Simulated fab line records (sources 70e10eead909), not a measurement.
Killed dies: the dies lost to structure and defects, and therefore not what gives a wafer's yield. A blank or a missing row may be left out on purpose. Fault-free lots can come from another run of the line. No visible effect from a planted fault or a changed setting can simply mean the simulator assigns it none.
Struck lot and sound lot, side by side + flow nand-harc + 14 out of 1302 route steps
Sound: wafers L835.3, L835.5, L835.6. Struck: wafer L842.6 (left out: L842.5, a lot-mate that was not struck); the cause follows at the end.
At each step with rows: each side's tool, then ch and its chambers, then its first start. Under that, the readings that differ: sound wafers + struck wafers + difference of the means + sigmas: that difference in standard deviations of wafers without a fault.
alike: words and numbers the same on both sides, and readings whose means are apart by under 2 such deviations; not compared: readings that were withheld, readings missing a value for some wafer, numbers with overlapping values and no deviation given by the record, and bounds like >300 which may hide the same value.
A row with sigmas, a row that says differs or no value, or rows on one side alone: a step with any of these is where the two part. Non-overlapping numbers with no deviation appear without sigmas and do not part them. A reading missing from all wafers of one side parts the sides only when that side holds two or more wafers.

NHARC_A_CONTACT_ETCH_112: etches the open film in C4F8/O2/Ar, time 190 s, target depth 1850 nm.
  sound on har-cap-etch-01 ch 0,1, day 24 16:39; struck on har-cap-etch-03 ch 1, day 27 04:48
  not compared: rf-hours-counter-h
NHARC_A_CONTACT_ETCH_113: etches the open film in C4F8/O2/Ar, time 190 s, target depth 1850 nm.
  sound on har-cap-etch-01 ch 0,1, day 24 16:49; struck on har-cap-etch-03 ch 1, day 27 04:58
  not compared: rf-hours-counter-h
then, 1 step without rows for these wafers: NHARC_A_CONTACT_ETCH_114 (etches the open film in C4F8/O2/Ar, time 190 s, target depth 1850 nm).
NHARC_A_CONTACT_ETCH_115: etches the open film in C4F8/O2/Ar, time 190 s, target depth 1850 nm.
  sound on har-cap-etch-01 ch 0,1, day 24 17:10; struck on har-cap-etch-03 ch 1, day 27 05:19
  not compared: rf-hours-counter-h
then, 5 steps without rows for these wafers: NHARC_A_CONTACT_ETCH_116 (etches the open film in C4F8/O2/Ar, time 190 s, target depth 1850 nm); NHARC_A_CONTACT_ETCH_117 (etches the open film in C4F8/O2/Ar, time 190 s, target depth 1850 nm); NHARC_A_CONTACT_ETCH_118 (etches the open film in C4F8/O2/Ar, time 190 s, target depth 1850 nm); NHARC_A_CONTACT_ETCH_119 (etches the open film in C4F8/O2/Ar, time 190 s, target depth 1850 nm); NHARC_A_CONTACT_ETCH_120 (etches the open film in C4F8/O2/Ar, time 190 s, target depth 1850 nm).
NHARC_A_CONTACT_ETCH_121: etches the open film in C4F8/O2/Ar, time 190 s, target depth 1850 nm.
  sound on har-cap-etch-01 ch 0,1, day 24 18:11; struck on har-cap-etch-03 ch 1, day 27 06:20
  not compared: rf-hours-counter-h
NHARC_A_CONTACT_ETCH_122: etches the open film in C4F8/O2/Ar, time 190 s, target depth 1850 nm.
  sound on har-cap-etch-01 ch 0,1, day 24 18:22; struck on har-cap-etch-03 ch 1, day 27 06:31
  not compared: rf-hours-counter-h
then, 1 step without rows for these wafers: NHARC_A_CONTACT_ETCH_123 (etches the open film in C4F8/O2/Ar, time 490 s, target depth 2110 nm).
NHARC_A_CONTACT_ETCH_90: etches the open film in CH3F/O2, target depth 40 nm, time 85.7 s.
  sound on rie-diel-05 ch 0,1, day 24 19:28; struck on rie-diel-05 ch 1, day 27 07:36
| reading               | sound          | struck | difference | sigmas |
|-----------------------|----------------|--------|------------|--------|
| oes-product-au (a.u.) | 0.95 0.94 0.94 | 0.78   | -0.16      | -5     |
  alike: drypump-motor-current-A, rf-vpp-V, showerhead-plenum-p-Torr, throttle-valve-pct
  not compared: rf-hours-counter-h
then, 1 step without rows for these wafers: NHARC_A_CONTACT_ETCH_96 (etches the open film in C4F6/O2, target depth 20 nm, time 10 s).

== WHERE THEY PART ==
NHARC_A_CONTACT_ETCH_90 only, going by this record.

WHY: what had been put in by the simulator
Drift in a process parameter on rie-diel-05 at NHARC_A_CONTACT_ETCH_90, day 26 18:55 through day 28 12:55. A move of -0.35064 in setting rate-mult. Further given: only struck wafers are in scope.
